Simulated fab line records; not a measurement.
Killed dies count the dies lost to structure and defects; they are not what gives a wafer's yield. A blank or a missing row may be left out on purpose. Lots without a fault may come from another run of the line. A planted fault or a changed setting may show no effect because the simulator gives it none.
The tool behind it: which one? + flow n5Finfet + route of 1938 steps, sampled at 1 step: 9 lots, 27 wafers

## WHAT THE GAUGES READ, wafer by wafer
N5_BEOL_M4_RC_MEAS_101.
| lot  | measured     | on        | DIBL_N (mV/V)  | DIBL_P (mV/V)  | IOFF_N (nA/um) | IOFF_P (nA/um) | ION_N (uA/um) | ION_P (uA/um) | SS_N (mV/dec)  | SS_P (mV/dec)  | VT_N (mV)   | VT_P (mV)      |
|------|--------------|-----------|----------------|----------------|----------------|----------------|---------------|---------------|----------------|----------------|-------------|----------------|
| L637 | day 9 01:49  | prober-02 | 38.4 35.4 36.1 | 38.6 36.4 35.7 | 0.18 0.14 0.14 | 0.23 0.21 0.20 | 680 681 662   | 461 466 459   | 72.2 71.0 72.2 | 74.0 73.9 73.5 | 251 251 252 | -250 -249 -251 |
| L641 | day 10 08:01 | prober-01 | 33.4 35.6 37.1 | 35.3 37.7 40.5 | 0.13 0.16 0.20 | 0.17 0.20 0.24 | 680 678 681   | 463 461 459   | 70.1 71.2 71.7 | 73.0 73.7 73.8 | 252 251 249 | -253 -251 -250 |
| L640 | day 10 11:35 | prober-02 | 38.5 36.0 36.5 | 39.7 35.4 36.6 | 0.21 0.16 0.16 | 0.28 0.20 0.22 | 699 676 683   | 476 465 466   | 71.8 70.9 71.2 | 74.3 72.7 73.5 | 246 249 249 | -244 -248 -249 |
| L642 | day 10 14:26 | prober-01 | 36.7 38.7 34.5 | 37.1 39.7 34.2 | 0.16 0.20 0.11 | 0.21 0.26 0.17 | 675 681 657   | 461 468 457   | 72.2 72.9 70.7 | 73.9 74.5 72.2 | 250 247 252 | -251 -246 -253 |
| L646 | day 11 15:23 | prober-01 | 37.7 36.5 37.2 | 38.6 38.0 38.5 | 0.19 0.17 0.18 | 0.21 0.19 0.20 | 680 675 683   | 453 456 458   | 72.7 71.8 72.0 | 73.8 73.5 73.6 | 245 249 250 | -252 -254 -252 |
| L647 | day 11 17:02 | prober-02 | 37.9 36.5 36.5 | 37.9 35.3 36.1 | 0.18 0.16 0.15 | 0.20 0.17 0.18 | 678 671 669   | 456 451 456   | 70.9 71.8 71.2 | 73.9 73.2 73.0 | 248 251 251 | -254 -254 -254 |
| L648 | day 11 23:55 | prober-01 | 34.3 35.2 35.1 | 33.9 35.4 36.1 | 0.13 0.15 0.15 | 0.16 0.18 0.18 | 660 676 672   | 451 456 458   | 70.9 70.2 71.1 | 72.6 73.0 73.4 | 253 250 251 | -254 -254 -254 |
| L652 | day 13 10:12 | prober-01 | 34.7 34.3 37.2 | 37.2 35.7 39.5 | 0.13 0.13 0.18 | 0.22 0.21 0.26 | 663 666 687   | 463 461 471   | 71.5 70.9 72.2 | 73.4 73.4 73.7 | 254 254 249 | -249 -249 -247 |
| L654 | day 14 04:26 | prober-02 | 35.2 36.2 34.5 | 34.6 36.1 34.0 | 0.12 0.15 0.12 | 0.16 0.17 0.15 | 662 679 659   | 454 458 451   | 71.2 71.1 71.2 | 72.1 73.1 72.1 | 253 247 253 | -255 -254 -256 |

## WHAT TOOL EACH LOT RAN ON (gives the tool, then ch and the chambers of the sampled wafers, and finally the start)
There is no process step in the record ahead of these readings.

## WHAT THE TOOLS THEMSELVES READ (means of the sampled wafers that have a number; where no wafer has one, the mark that the record gives instead)
The record holds no such reading with a usual standard deviation.

## THE ANSWER, worked out from the rows above alone
Rule: the usual values come from the lots themselves. The widest of any qualifying gaps counts: lots, ordered by their means at a reading, are off when they make up no more than a third of the lots, leave a main group of 4 or more, and stand apart from it by 3 or more times the standard deviation of that group's means. A main group whose means are all the same, to the digits that the tables above print for the reading, isn't used. A lot without any number at a reading at which 4 lots or more have one is off too. Any other lot the step has rows for is counted as sound. Order of review: gauges by route order, followed by the tools' own readings, for which a lot's mean as printed above is used. At the first step where some lot is off, the reading lying furthest off is the one used; lots without a number count as furthest.
Across all readings shown, no lot is off: no conclusion can be drawn from this.

## WHAT THE SIMULATOR PUT IN
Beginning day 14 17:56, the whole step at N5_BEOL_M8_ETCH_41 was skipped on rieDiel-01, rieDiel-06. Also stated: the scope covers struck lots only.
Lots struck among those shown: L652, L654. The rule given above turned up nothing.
